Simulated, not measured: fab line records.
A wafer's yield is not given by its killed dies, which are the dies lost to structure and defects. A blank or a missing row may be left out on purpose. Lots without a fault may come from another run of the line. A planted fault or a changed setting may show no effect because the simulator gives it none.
Which tool is to blame? :: flow nand harc :: Sampling: 6 lots, 18 wafers, 4 of 1302 route steps

== WHAT THE GAUGES READ, wafer by wafer ==
NHARC_END_SORT_01.
lot: L927
measured: day 24 19:19
on: prober-02
killed at periphery: 4 5 5

lot: L930
measured: day 25 16:53
on: prober-02
killed at periphery: 1 3 4

lot: L932
measured: day 27 11:55
on: prober-01
killed at periphery: 4 5 5

lot: L934
measured: day 28 12:28
on: prober-01
killed at periphery: 7 6 7

lot: L945
measured: day 32 01:13
on: prober-02
killed at periphery: 7 7 4

lot: L947
measured: day 33 15:20
on: prober-01
killed at periphery: 1 3 4

== WHAT TOOL EACH LOT RAN ON (gives the tool, then ch and the chambers of the sampled wafers, and finally the start) ==
lot: L927
NHARC_P_BONDPAD_PRE_CLEAN_26: pvd sputter-01, day 6 20:01
NHARC_THIN_TSV_DEGAS_49: pvd sputter-02, day 24 06:14
NHARC_THIN_TSV_ANNEAL_52: rtp anneal-02 ch 0, day 24 07:28

lot: L930
NHARC_P_BONDPAD_PRE_CLEAN_26: pvd sputter-01, day 8 07:48
NHARC_THIN_TSV_DEGAS_49: pvd sputter-03, day 25 00:23
NHARC_THIN_TSV_ANNEAL_52: rtp anneal-02 ch 0, day 25 01:34

lot: L932
NHARC_P_BONDPAD_PRE_CLEAN_26: pvd sputter-03, day 9 06:27
NHARC_THIN_TSV_DEGAS_49: pvd sputter-01, day 26 22:03
NHARC_THIN_TSV_ANNEAL_52: rtp anneal-02 ch 0, day 26 23:19

lot: L934
NHARC_P_BONDPAD_PRE_CLEAN_26: pvd sputter-03, day 10 04:33
NHARC_THIN_TSV_DEGAS_49: pvd sputter-01, day 27 21:46
NHARC_THIN_TSV_ANNEAL_52: rtp anneal-02 ch 0, day 27 23:17

lot: L945
NHARC_P_BONDPAD_PRE_CLEAN_26: pvd sputter-01, day 14 14:13
NHARC_THIN_TSV_DEGAS_49: pvd sputter-02, day 31 14:23
NHARC_THIN_TSV_ANNEAL_52: rtp anneal-01 ch 0, day 31 15:38

lot: L947
NHARC_P_BONDPAD_PRE_CLEAN_26: pvd sputter-01, day 15 09:50
NHARC_THIN_TSV_DEGAS_49: pvd sputter-02, day 33 02:45
NHARC_THIN_TSV_ANNEAL_52: rtp anneal-01 ch 0, day 33 03:56
- NHARC_P_BONDPAD_PRE_CLEAN_26: time 30 s.
- NHARC_THIN_TSV_DEGAS_49: time 120 s.
- NHARC_THIN_TSV_ANNEAL_52: time 90 s.

== THE ANSWER, worked out from the rows above alone ==
Rule: usual is defined by the lots themselves. Put in order of their means at a reading, lots are off if they are a third of the lots or fewer, leave a main group of 4 or more, and stand apart from it by a gap of 3 or more times the standard deviation of the main group's means; of several such gaps the widest counts. If all means in a main group match to the digits the tables above print for the reading, that group is not used. Also off: a lot with no number at a reading for which 4 or more lots have one. Where the step has rows for the other lots, those lots are counted as sound.
No lot is off on any of the readings shown, so nothing can be concluded from this.

== WHAT HAD BEEN PUT IN BY THE SIMULATOR ==
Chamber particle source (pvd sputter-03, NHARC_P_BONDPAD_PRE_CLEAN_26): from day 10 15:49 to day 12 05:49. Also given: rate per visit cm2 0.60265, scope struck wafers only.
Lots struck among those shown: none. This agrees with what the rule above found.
